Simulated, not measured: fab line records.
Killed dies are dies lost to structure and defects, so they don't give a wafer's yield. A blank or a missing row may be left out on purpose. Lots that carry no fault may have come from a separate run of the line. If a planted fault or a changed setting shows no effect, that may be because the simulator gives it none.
fab line records -- flow n5-finfet
record lots=5, wafers=15, last-day=17
route steps=1938 shown BEOL_M11@1578 PASSIVATION@1936
lots that met no fault: taken from a fault-free run of the same line
start-h: the number of hours between the record's first day and the start of the first shown wafer of the lot -- wait-h: hours elapsed since this lot's preceding step -- " same as the row above -- L1.1+2: a row that stands for several wafers -- - no value present, or no start provided -- * or withheld: withheld -- < > ~ a bound
route shown NAME@n: NAME is a module with steps in the file, n the number in the route of the first one -- usual: mean/standard deviation of fault-free wafers -- same: alike in all rows -- chamber/n: place in a boat -- sites: the reading at each site -- _std_site: the standard deviation of these -- _edge_site: the outer-site mean with the inner-site mean subtracted -- radius-mm: for every site, how far away it sits from the centre of the wafer -- mask NAME#n: copy n -- behind: the most recent tool/chamber to have shaped the wafer -- hold: why the lot went on hold/how many hours it stayed there/how the hold came to an end -- device: the transistor (n, p or np) that didn't switch -- end of line: the tests these same wafers got at the end of their route -- a step without rows: its recipe alone -- killed: not the wafer's yield, but the dies lost to structure and defects at the first sort -- map: a wafer's dies, marking killed ones x, the rest . and places with no die _
set.NAME: the setting as run; set.NAME@STEP: as run at that earlier step -- model.NAME: the simulator's own value behind a step, which no gauge read
lots at some steps of the route; a table a step, a row a wafer
services: the hour from which a tool's chamber was out of use, counted from the record's first day as start-h (under 0 if before that day), plus the number of hours and why
## steps
# step N5_BEOL_M11_TRENCH_ETCH_37
# recipe chemistry=C4F6/O2, target-depth-a=1488.3, target=SiCOH_lowk, time-s=48, ion-energy-ev=250, pressure-mtorr=30, source-w=345, bias-w=185, Ar_flow_sccm=300, C4F6_flow_sccm=10, O2_flow_sccm=10
# usual C4F6_flow_sccm=10.00/0.031, bias-w=185.0/0.57, drypump-motor-current-A=5.7/0.31, oes_ar_750_au=0.79/0.092, oes-product-au=0.79/0.096, rf-vpp-V=670/8.3, showerhead-plenum-p-Torr=2.85/0.091, throttle-valve-pct=20.89/0.21
lot.wafer,tool,chamber,start-h,wait-h,C4F6_flow_sccm,bias-w,drypump-motor-current-A,oes_ar_750_au,oes-product-au,rf-hours-counter-h,rf-vpp-V,showerhead-plenum-p-Torr,throttle-valve-pct
L278.1,rie-diel-04,0,-,-,10.00,184.8,5.7,0.70,0.70,207,676,2.82,21.37
L278.2,rie-diel-04,1,-,-,10.07,185.8,5.9,0.70,0.71,193,674,2.94,20.88
L278.6,rie-diel-04,1,-,-,10.01,185.1,5.9,0.70,0.71,-,672,2.95,20.89
L280.3,rie-diel-04,0,-,-,9.96,185.2,5.7,0.69,0.69,208,677,2.82,21.37
L280.4,rie-diel-04,3,-,-,10.03,185.6,5.5,0.69,0.69,241,674,2.68,21.17
L280.6,rie-diel-04,0,-,-,9.92,185.3,5.7,0.69,0.69,-,679,2.82,21.34
L283.4,rie-diel-02,1,-,-,10.00,185.6,5.8,0.93,0.93,-,666,2.93,20.57
L283.5,rie-diel-02,0,-,-,10.04,185.0,5.3,0.70,0.70,-,672,2.69,20.89
L283.6,rie-diel-02,2,-,-,10.01,184.7,5.7,0.93,0.93,-,673,2.92,20.64
L285.2,rie-diel-05,1,-,-,10.00,185.3,5.1,0.82,0.83,62,664,2.88,20.72
L285.4,rie-diel-05,2,-,-,10.03,185.2,5.9,0.74,0.72,178,654,2.83,20.77
L285.5,rie-diel-05,2,-,-,10.06,184.9,5.9,0.73,0.71,-,654,2.83,20.74
L295.2,rie-diel-04,2,-,-,10.06,185.4,5.8,0.85,0.86,44,661,2.80,20.73
L295.3,rie-diel-04,3,-,-,9.99,184.9,5.5,0.93,0.94,13,684,3.01,20.91
L295.6,rie-diel-04,1,-,-,9.94,185.3,5.9,0.68,0.68,-,673,2.93,20.95
# step N5_BEOL_M11_ETCH_41
# recipe chemistry=CH3F/O2, target=SiCN, target-depth-a=426, taper-deg=2, time-s=86, ion-energy-ev=120, mask-material=TiN, pressure-mtorr=30, source-w=395, bias-w=75, Ar_flow_sccm=150, CH3F_flow_sccm=30, O2_flow_sccm=20
# step N5_BEOL_M11_STRIP_77
# recipe chemistry=N2/H2, time-s=10, power-w=450, temp-c=40, pressure-mtorr=20, rf-frequency-hz=6e+07, bias-power-w=7, n2-flow-sccm=200, h2-flow-sccm=200
# usual drypump-motor-current-A=5.7/0.31, oes-product-au=0.79/0.094, rf-vpp-V=59.1/0.88, showerhead-plenum-p-Torr=2.55/0.088, throttle-valve-pct=23.62/0.22
lot.wafer,tool,chamber,start-h,wait-h,drypump-motor-current-A,oes-product-au,rf-hours-counter-h,rf-vpp-V,showerhead-plenum-p-Torr,throttle-valve-pct
L278.1,rie-diel-04,0,-,-,5.7,0.71,207,59.3,2.50,23.81
L278.2,rie-diel-04,1,-,-,6.0,0.72,193,58.9,2.65,23.79
L278.6,rie-diel-04,1,-,-,6.0,0.72,-,61.2,2.65,23.79
L280.3,rie-diel-04,0,-,-,5.7,0.70,208,58.7,2.50,23.83
L280.4,rie-diel-04,3,-,-,5.5,0.69,242,57.4,2.40,23.89
L280.6,rie-diel-04,0,-,-,5.7,0.70,-,58.5,2.50,23.85
L283.4,rie-diel-02,1,-,-,5.9,0.95,-,58.8,2.61,23.17
L283.5,rie-diel-02,0,-,-,5.3,0.71,-,59.5,2.42,23.62
L283.6,rie-diel-02,2,-,-,5.7,0.93,-,59.8,2.61,23.60
L285.2,rie-diel-05,1,-,-,5.1,0.82,62,59.4,2.57,23.49
L285.4,rie-diel-05,2,-,-,5.8,0.71,178,60.3,2.51,23.28
L285.5,rie-diel-05,2,-,-,5.9,0.71,-,58.1,2.52,23.26
L295.2,rie-diel-04,2,-,-,5.8,0.86,44,56.5,2.49,23.53
L295.3,rie-diel-04,3,-,-,5.5,0.93,13,60.9,2.71,23.81
L295.6,rie-diel-04,1,-,-,6.0,0.69,-,59.7,2.63,23.83
# step N5_BEOL_M11_OCD_MEAS_38
# usual trench-depth-nm=147.5/2.9
lot.wafer,tool,chamber,start-h,wait-h,trench-depth-nm
L278.1,ocd-01,-,267.37,-,142.2
L278.2,ocd-01,-,267.37,-,147.6
L278.6,ocd-01,-,267.37,-,147.3
L280.3,ocd-02,-,270.72,-,143.2
L280.4,ocd-02,-,270.72,-,148.0
L280.6,ocd-02,-,270.72,-,143.2
L283.4,ocd-01,-,270.81,-,146.6
L283.5,ocd-01,-,270.81,-,146.5
L283.6,ocd-01,-,270.81,-,150.0
L285.2,ocd-01,-,279.39,-,149.4
L285.4,ocd-01,-,279.39,-,146.4
L285.5,ocd-01,-,279.39,-,146.4
L295.2,ocd-01,-,359.21,-,151.0
L295.3,ocd-01,-,359.21,-,151.7
L295.6,ocd-01,-,359.21,-,144.9
# step N5_BEOL_M11_HM_STRIP_39
# recipe chemistry=peroxide-tin-strip, material=TiN, target-depth-a=250, temp-c=50, time-s=158
# step N5_BEOL_M11_SRD_40
# recipe time-s=30, temp-c=23, rinse-liquid=diw, dry=ipa-marangoni
# step N5_BEOL_M11_PRECLEAN_42
# recipe chemistry=residue-remover, time-s=60, temp-c=40
# step N5_BEOL_M11_SRD_43
# recipe time-s=30, temp-c=23, rinse-liquid=diw, dry=ipa-marangoni
# step N5_BEOL_M11_CD_MEAS_35
# recipe target-cd-nm=70, polarity=opening
# usual cd-nm=70.0/0.67
lot.wafer,tool,chamber,start-h,wait-h,cd-nm
L278.1,cd-sem-03,-,267.53,0.0,70.3
L278.2,cd-sem-03,-,267.53,0.0,69.8
L278.6,cd-sem-03,-,267.53,0.0,70.5
L280.3,cd-sem-01,-,270.87,0.0,69.4
L280.4,cd-sem-01,-,270.87,0.0,69.5
L280.6,cd-sem-01,-,270.87,0.0,69.2
L283.4,cd-sem-03,-,270.96,0.0,69.6
L283.5,cd-sem-03,-,270.96,0.0,70.3
L283.6,cd-sem-03,-,270.96,0.0,68.8
L285.2,cd-sem-03,-,279.55,0.0,69.7
L285.4,cd-sem-03,-,279.55,0.0,69.4
L285.5,cd-sem-03,-,279.55,0.0,68.7
L295.2,cd-sem-01,-,359.37,0.0,70.6
L295.3,cd-sem-01,-,359.37,0.0,69.7
L295.6,cd-sem-01,-,359.37,0.0,71.0
# step N5_BEOL_M11_CURE_72
# recipe temp-c=370, time-s=120, ambient=DMADMS/He, material=SiCOH_lowk
# usual lamp-power-pct=52.31/0.053, wafer_temp_C_max=372.0/0.59
lot.wafer,tool,chamber,start-h,wait-h,lamp-power-pct,wafer_temp_C_max
L278.1,uv-cure-02,0,267.93,0.4,52.28,372.4
L278.2,uv-cure-02,0,267.93,0.4,52.31,372.0
L278.6,uv-cure-02,0,267.93,0.4,52.34,372.1
L280.3,uv-cure-02,0,271.28,0.4,52.30,372.4
L280.4,uv-cure-02,0,271.28,0.4,52.33,372.3
L280.6,uv-cure-02,0,271.28,0.4,52.36,373.2
L283.4,uv-cure-03,1,271.69,0.7,52.39,372.0
L283.5,uv-cure-03,1,271.69,0.7,52.32,372.3
L283.6,uv-cure-03,1,271.69,0.7,52.24,372.9
L285.2,uv-cure-02,2,279.69,0.1,52.33,371.8
L285.4,uv-cure-02,2,279.69,0.1,52.21,372.0
L285.5,uv-cure-02,2,279.69,0.1,52.35,371.5
L295.2,uv-cure-03,0,359.46,0.1,52.33,371.9
L295.3,uv-cure-03,0,359.46,0.1,52.24,371.2
L295.6,uv-cure-03,0,359.46,0.1,52.35,371.8
# step N5_BEOL_M11_DEGAS_44
# recipe ambient=vacuum, temp-c=250, time-s=60
# step N5_BEOL_M11_PRE_CLEAN_45
# recipe gas=H2/He, time-s=30, temp-c=250
# usual heater-power-w=334/30
lot.wafer,tool,chamber,start-h,wait-h,heater-power-w
L278.1,pvd-sputter-01,-,268.29,0.0,262
L278.2,pvd-sputter-01,-,268.29,0.0,313
L278.6,pvd-sputter-01,-,268.29,0.0,321
L280.3,pvd-sputter-01,-,271.63,0.0,309
L280.4,pvd-sputter-01,-,271.63,0.0,401
L280.6,pvd-sputter-01,-,271.63,0.0,385
L283.4,pvd-sputter-03,-,272.06,0.0,391
L283.5,pvd-sputter-03,-,272.06,0.0,337
L283.6,pvd-sputter-03,-,272.06,0.0,363
L285.2,pvd-sputter-03,-,280.64,0.0,320
L285.4,pvd-sputter-03,-,280.64,0.0,337
L285.5,pvd-sputter-03,-,280.64,0.0,339
L295.2,pvd-sputter-03,-,359.84,0.0,373
L295.3,pvd-sputter-03,-,359.84,0.0,317
L295.6,pvd-sputter-03,-,359.84,0.0,371
# step N5_BEOL_M11_ALD_74
# recipe material=TaN, target-thk-a=20, temp-c=275, ald-precursor-family=PDMAT, ald-co-reactant=NH3, pressure-torr=3, carrier-flow-sccm=1500, pulse-time-s=2, purge-time-s=3, co-reactant-purge-time-s=2, co-reactant-pulse-time-s=3, ald-cycles=40, precursor-vessel-temp-c=75, precursor-vessel-pressure-torr=26.25, precursor-vessel-carrier-sccm=1000
# usual ald-cycles=40/0, heater-power-outer-w=241/29, heater-power-w=422/50, precursor-vessel-pressure-torr=26.24/0.053
lot.wafer,tool,chamber,start-h,wait-h,ald-cycles,heater-power-outer-w,heater-power-w,precursor-vessel-pressure-torr
L278.1,ald-metal-03,3,268.39,0.1,40,198,338,26.22
L278.2,ald-metal-03,0,268.39,0.1,40,249,424,26.20
L278.6,ald-metal-03,0,268.39,0.1,40,248,424,26.21
L280.3,ald-metal-02,1,271.91,0.3,40,225,385,26.29
L280.4,ald-metal-02,0,271.91,0.3,40,226,434,26.28
L280.6,ald-metal-02,3,271.91,0.3,40,229,407,26.25
L283.4,ald-metal-03,2,272.14,0.1,40,276,492,26.29
L283.5,ald-metal-03,2,272.14,0.1,40,275,480,26.21
L283.6,ald-metal-03,1,272.14,0.1,40,280,492,26.16
L285.2,ald-metal-02,3,280.93,0.3,40,238,409,26.27
L285.4,ald-metal-02,1,280.93,0.3,40,220,371,26.33
L285.5,ald-metal-02,2,280.93,0.3,40,233,444,26.25
L295.2,ald-metal-03,0,359.90,0.0,38,243,414,26.33
L295.3,ald-metal-03,3,359.90,0.0,40,197,333,26.26
L295.6,ald-metal-03,3,359.90,0.0,40,197,327,26.22
# step N5_BEOL_M11_SURFACE_TREAT_76
# recipe gas=Ar, time-s=*, ion-energy-ev=*, ion-current-ma-cm2=0.5, pressure-mtorr=*, ar-flow-sccm=30
# usual throttle-valve-pct=*
lot.wafer,tool,chamber,start-h,wait-h,throttle-valve-pct
L278.1,pvd-sputter-03,-,268.73,0.2,*
L278.2,pvd-sputter-03,-,268.73,0.2,*
L278.6,pvd-sputter-03,-,268.73,0.2,*
L280.3,pvd-sputter-02,-,273.77,1.7,*
L280.4,pvd-sputter-02,-,273.77,1.7,*
L280.6,pvd-sputter-02,-,273.77,1.7,*
L283.4,pvd-sputter-02,-,273.93,1.7,*
L283.5,pvd-sputter-02,-,273.93,1.7,*
L283.6,pvd-sputter-02,-,273.93,1.7,*
L285.2,pvd-sputter-01,-,281.71,0.6,*
L285.4,pvd-sputter-01,-,281.71,0.6,*
L285.5,pvd-sputter-01,-,281.71,0.6,*
L295.2,pvd-sputter-02,-,360.20,0.2,*
L295.3,pvd-sputter-02,-,360.20,0.2,*
L295.6,pvd-sputter-02,-,360.20,0.2,*
# step N5_PASSIVATION_PROBE_49
# usual defect-limited-yield=91.2/1.6, killed_at_M0_to_M3=35/11, killed_at_M4_up=14/5.4, killed-at-contacts=13/6, killed-at-front-end=38/11, killed-at-other=3.4/2.6, killed-dies=104/19, killed-open=68/13, killed-short=34/8.5, sort_bin_5_function=5.1/1, sort_bin_6_memory=3.3/0.72, sort-n-pass=1075/22, sort-yield-pct=91.1/1.9
# same gross-dies=1180, killed-at-back-side=0, sort_bin_4_leakage[%]=0, sort_bin_8_speed[%]=0
lot.wafer,tool,chamber,start-h,wait-h,defect-limited-yield[%],killed_at_M0_to_M3,killed_at_M4_up,killed-at-contacts,killed-at-front-end,killed-at-other,killed-dies,killed-open,killed-short,sort_bin_5_function[%],sort_bin_6_memory[%],sort-n-pass,sort-yield-pct[%]
L295.2,prober-01,-,410.28,0.1,90.5,29,13,30,37,3,112,84,28,5.6,3.6,1068,90.5
L295.3,prober-01,-,410.33,0.1,91.4,19,11,8,57,6,101,56,35,4.2,3.5,1079,91.4
L295.6,prober-01,-,410.48,0.3,91.7,32,11,17,34,4,98,57,32,4.7,2.4,1082,91.7
# killed by level:class
L295.2 MOL_CONTACT_COAG:geometric-particle:open=25 BEOL_M0_SAQP:geometric-particle:open=11 DUMMY_GATE:geometric-particle:open=8 BEOL_M5:geometric-particle:open=8 FIN_SAQP:geometric-particle:short=7 FIN_SAQP:geometric-particle:open=7 MOL_CONTACT_COAG:geometric-particle:short=5 BEOL_M2:geometric-particle:open=5
L295.3 FIN_SAQP:geometric-particle:short=13 HKMG_FIN:area-etch=9 FIN_SAQP:geometric-particle:open=6 ILD0:geometric-particle:short=6 DUMMY_GATE:geometric-particle:open=5 MOL_CONTACT_COAG:geometric-particle:open=5 BEOL_M3:geometric-particle:open=4 BEOL_M6:geometric-particle:open=4
L295.6 MOL_CONTACT_COAG:geometric-particle:open=13 HKMG_FIN:area-etch=9 BEOL_M0_SAQP:geometric-particle:open=8 BEOL_M0_SAQP:geometric-particle:short=7 STI_FIN_REVEAL:geometric-particle:open=5 BEOL_M2:geometric-particle:open=5 FIN_SAQP:geometric-particle:short=4 MOL_CONTACT_COAG:geometric-particle:short=4
## services
tool,chamber,start-h,hours,kind
ald-metal-02,2,246.00,30.5,repair
rie-diel-02,-,257.01,2.8,pm
rie-diel-02,3,261.30,17.6,repair
ald-metal-02,1,292.96,3.3,repair
rie-diel-04,3,301.26,-,clean
rie-diel-04,3,301.26,-,consumable-replace:focus-ring
rie-diel-04,3,301.26,-,consumable-replace:showerhead
rie-diel-04,3,301.26,23.8,scheduled-down
rie-diel-04,3,301.26,23.8,vent-cycle
rie-diel-02,1,307.24,11.4,repair
uv-cure-02,-,316.90,6.8,repair
uv-cure-03,-,325.06,2.2,repair
rie-diel-05,-,330.98,14.6,pm
uv-cure-02,-,332.43,1.0,pm
ald-metal-02,-,337.34,14.0,pm
ald-metal-02,0,337.34,17.5,vent-cycle
ald-metal-02,1,337.34,14.0,vent-cycle
ald-metal-02,2,337.34,14.0,vent-cycle
ald-metal-02,3,337.34,14.0,vent-cycle
ald-metal-02,1,351.34,-,clean
ald-metal-02,2,351.34,-,clean
ald-metal-02,3,351.34,-,clean
pvd-sputter-01,-,352.83,2.6,repair
## key
first-sign step=N5_BEOL_M11_ALD_74, reading=ald-cycles, direction=down, sigmas=99+, usual=*, struck=*
effect none on later readings
met-at N5_BEOL_M11_ALD_74
struck-wafers L295.2
onset-between 272.14 359.90
fault kind=process-parameter-drift, tool=ald-metal-03, chamber=-, onset-h=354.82, steps=N5_BEOL_M11_ALD_74, channel=ald-cycles, offset=*, shape=step, end-h=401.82, scope=struck-wafers-only, acts-in=*, stated=*
